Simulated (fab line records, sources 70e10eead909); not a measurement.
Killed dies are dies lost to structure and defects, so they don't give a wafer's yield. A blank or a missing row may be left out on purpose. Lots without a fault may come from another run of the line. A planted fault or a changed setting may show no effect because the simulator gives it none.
A struck lot beside a sound one | flow nand_harc | 15 steps out of a route of 1302
Sound: wafers L205.1, L205.4, L205.5. Struck: wafers L223.2, L223.3, L223.5. The cause comes at the end.
At each step with rows: each side's tool, then ch and its chambers, then its first start. Under that, the readings that differ: sound wafers | struck wafers | difference of the means | sigmas: that difference in standard deviations of wafers without a fault.
alike: readings whose means differ by less than 2 such deviations, and words and numbers that are the same on both sides. not compared: withheld readings, readings that some wafer has no value for, bounds like >300 that may hide the same value, and numbers for which the record gives no deviation and whose values overlap.
The two part at a step that has a row with sigmas, a row that says differs or no value, or rows on one side only. Numbers that don't overlap but have no deviation are shown without sigmas and don't part them. A reading that every wafer of one side lacks parts them only if that side has two wafers or more.

first, 7 steps without rows for these wafers: NHARC_A_CHANNEL_HOLE_D1_COAT_37 (time 65 s); NHARC_A_CHANNEL_HOLE_D1_COAT_04 (resist thk 90 nm); NHARC_A_CHANNEL_HOLE_D1_SOFTBAKE_05 (time 55 s); NHARC_A_CHANNEL_HOLE_D1_EBR_06; NHARC_A_CHANNEL_HOLE_D1_EXPOSE_07 (exposes mask HOLE D1, target cd 100 nm); NHARC_A_CHANNEL_HOLE_D1_PEB_08 (peb time 65 s); NHARC_A_CHANNEL_HOLE_D1_DEVELOP_09 (develop time 35 s).
NHARC_A_CHANNEL_HOLE_D1_CD_MEAS_10: target cd 100 nm.
  sound on cd_sem-03 ch 0, day 8 15:32; struck on cd_sem-01 ch 0, day 16 10:12
  alike: cd_nm
NHARC_A_CHANNEL_HOLE_D1_OVL_MEAS_11:
  sound on overlay-01, day 8 15:37; struck on overlay-01, day 16 10:17
  alike: overlay_x_nm, overlay_y_nm
NHARC_A_CHANNEL_HOLE_D1_INSPECT_12:
  sound on defect_inspect-02, day 8 15:39; struck on defect_inspect-01, day 16 10:19
  alike: raw_defect_count
NHARC_A_CHANNEL_HOLE_D1_DESCUM_15: chemistry O2, time 3 s.
  sound on rie_diel-09 ch 0,3, day 8 15:43; struck on rie_diel-09 ch 0,1, day 16 10:28
  alike: drypump_motor_current_A, oes_product_au, rf_vpp_V, showerhead_plenum_p_Torr, throttle_valve_pct
  not compared: rf_hours_counter_h
NHARC_A_CHANNEL_HOLE_D1_ETCH_38: etches the open film in CF4, target depth 39 nm, time 65 s.
  sound on rie_diel-09 ch 1,2, day 8 15:48; struck on rie_diel-09 ch 1,3, day 16 10:33
  alike: cf4_flow_sccm, drypump_motor_current_A, oes_product_au, rf_vpp_V, run_length_s, showerhead_plenum_p_Torr, throttle_valve_pct
  not compared: rf_hours_counter_h
NHARC_A_CHANNEL_HOLE_D1_ETCH_39: etches the open film in N2/H2, target depth 260 nm, time 325 s.
  sound on rie_diel-09 ch 0,2, day 8 15:53; struck on rie_diel-09 ch 0,2, day 16 10:38
  reading             | sound             | struck            | difference | sigmas
  n2_flow_sccm (sccm) | 149.4 149.8 149.4 | 150.6 150.6 150.3 | +1.0       | +2
  run_length_s (s)    | 346.3 346.3 346.2 | 277.7 278.0 277.5 | -68.5      | -99 or more
  alike: drypump_motor_current_A, oes_product_au, rf_vpp_V, showerhead_plenum_p_Torr, throttle_valve_pct
  not compared: rf_hours_counter_h
NHARC_A_CHANNEL_HOLE_D1_ETCH_34: etches the open film in CF4/CHF3, target depth 154 nm, time 77 s.
  sound on rie_diel-09 ch 0,2,3; struck on rie_diel-09 ch 0,3
  alike: cf4_flow_sccm, drypump_motor_current_A, oes_product_au, rf_vpp_V, run_length_s, showerhead_plenum_p_Torr, throttle_valve_pct
  not compared: rf_hours_counter_h
-- the record jumps here: 16 days lie between the struck wafers' starts before and after (it left off in module A_CHANNEL_HOLE_D1 and takes up again in module END, whose first step shown is number 1302 of the route) --
NHARC_END_SORT_01:
  sound on prober-01 ch 0, day 25 06:01; struck on prober-02 ch 0, day 31 23:23
  alike: killed_at_array, killed_at_other, killed_at_periphery, killed_dies, killed_open, killed_short

WHERE THEY PART
Only at NHARC_A_CHANNEL_HOLE_D1_ETCH_39, within this record. Later steps at which nothing parts them and some readings are alike: NHARC_A_CHANNEL_HOLE_D1_ETCH_34, NHARC_END_SORT_01.

WHY: what the simulator had put in
Process parameter drift: rie_diel-09, from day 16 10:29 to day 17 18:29, at NHARC_A_CHANNEL_HOLE_D1_ETCH_39. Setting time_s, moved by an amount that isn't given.
